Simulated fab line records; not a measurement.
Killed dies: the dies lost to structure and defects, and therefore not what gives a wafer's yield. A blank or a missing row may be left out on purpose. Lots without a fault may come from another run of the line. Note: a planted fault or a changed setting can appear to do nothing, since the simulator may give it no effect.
Chamber matching + flow nandHarc + NHARC_P_M1_CMP_23 on cmp-04 has 4 sister chambers
The step polishes, t overpolish 20 s, target thk 157.82 nm. 22 wafers are shown with their chamber, then 11 later ones without.

## WAFERS WITH THEIR CHAMBER
| wafer  | chamber | motorCurrentA (A) | timeToEndpointS (s) |
|--------|---------|-------------------|---------------------|
| L074.2 | 2       | 12.7              | 34.4                |
| L074.5 | 0       | 11.5              | 31.4                |
| L074.6 | 3       | 14.1              | 30.1                |
| L076.1 | 3       | 14.6              | 28.1                |
| L076.4 | 0       | 11.5              | 30.5                |
| L076.6 | 0       | 11.5              | 28.5                |
| L076.2 | 2       | 13.5              | 33.1                |
| L076.3 | 1       | 10.0              | 32.3                |
| L076.5 | 1       | 10.5              | 29.7                |
| L079.2 | 0       | 11.6              | 30.0                |
| L079.3 | 1       | 10.6              | 31.4                |
| L079.6 | 0       | 11.6              | 27.9                |
| L081.2 | 1       | 10.0              | 34.4                |
| L081.4 | 3       | 12.6              | 30.4                |
| L081.6 | 3       | 13.9              | 33.2                |
| L081.1 | 0       | 11.3              | 29.2                |
| L081.3 | 2       | 13.5              | 37.4                |
| L081.5 | 0       | 11.2              | 30.7                |
| L084.3 | 3       | 13.4              | 27.8                |
| L084.5 | 3       | 13.3              | 27.3                |
| L084.6 | 2       | 13.4              | 29.7                |
| L086.1 | 3       | 13.3              | 27.0                |

SIGNATURES (averages over the wafers above)
| reading         | chamber 0 | chamber 1 | chamber 2 | chamber 3 | scatter within a chamber |
|-----------------|-----------|-----------|-----------|-----------|--------------------------|
| motorCurrentA   | 11.457    | 10.275    | 13.275    | 13.600    | 0.438                    |
| timeToEndpointS | 29.743    | 31.950    | 33.650    | 29.129    | 2.13                     |
Rule: for each reading, subtract the chamber's mean from the wafer's reading, divide by that reading's scatter and square the result; add these up over the readings and take the root, which gives the wafer's distance from the chamber. The wafer belongs to the nearest chamber; if the next one is less than 2 further off, it can't be placed. The scatter is the square root of a quotient: the sum, over the shown wafers, of each reading's squared deviation from its chamber's mean, divided by wafers minus chambers.

## WAFERS WITH NO CHAMBER GIVEN
| wafer  | motorCurrentA (A) | timeToEndpointS (s) |
|--------|-------------------|---------------------|
| L086.3 | 10.2              | 31.0                |
| L086.6 | 9.9               | 30.4                |
| L091.2 | 13.3              | 30.2                |
| L091.5 | 11.7              | 26.8                |
| L091.6 | 10.5              | 29.9                |
| L095.3 | 13.0              | 32.2                |
| L095.4 | 10.3              | 30.8                |
| L095.5 | 13.0              | 30.2                |
| L097.2 | 10.2              | 30.2                |
| L097.4 | 11.3              | 28.0                |
| L097.6 | 14.0              | 32.4                |

## THE CHAMBER EACH PASSED THROUGH
| wafer  | from the rows above     | in truth |
|--------|-------------------------|----------|
| L086.3 | 1                       | 1        |
| L086.6 | 1                       | 1        |
| L091.2 | can't be placed: 3 or 2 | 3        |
| L091.5 | 0                       | 0        |
| L091.6 | can't be placed: 1 or 0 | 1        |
| L095.3 | can't be placed: 2 or 3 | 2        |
| L095.4 | 1                       | 1        |
| L095.5 | can't be placed: 3 or 2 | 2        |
| L097.2 | 1                       | 1        |
| L097.4 | 0                       | 0        |
| L097.6 | can't be placed: 2 or 3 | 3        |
Correctly placed: 6 of 11. These rows do not allow placing 5 (true chamber among the candidates in 5). Placed wrongly: 0.
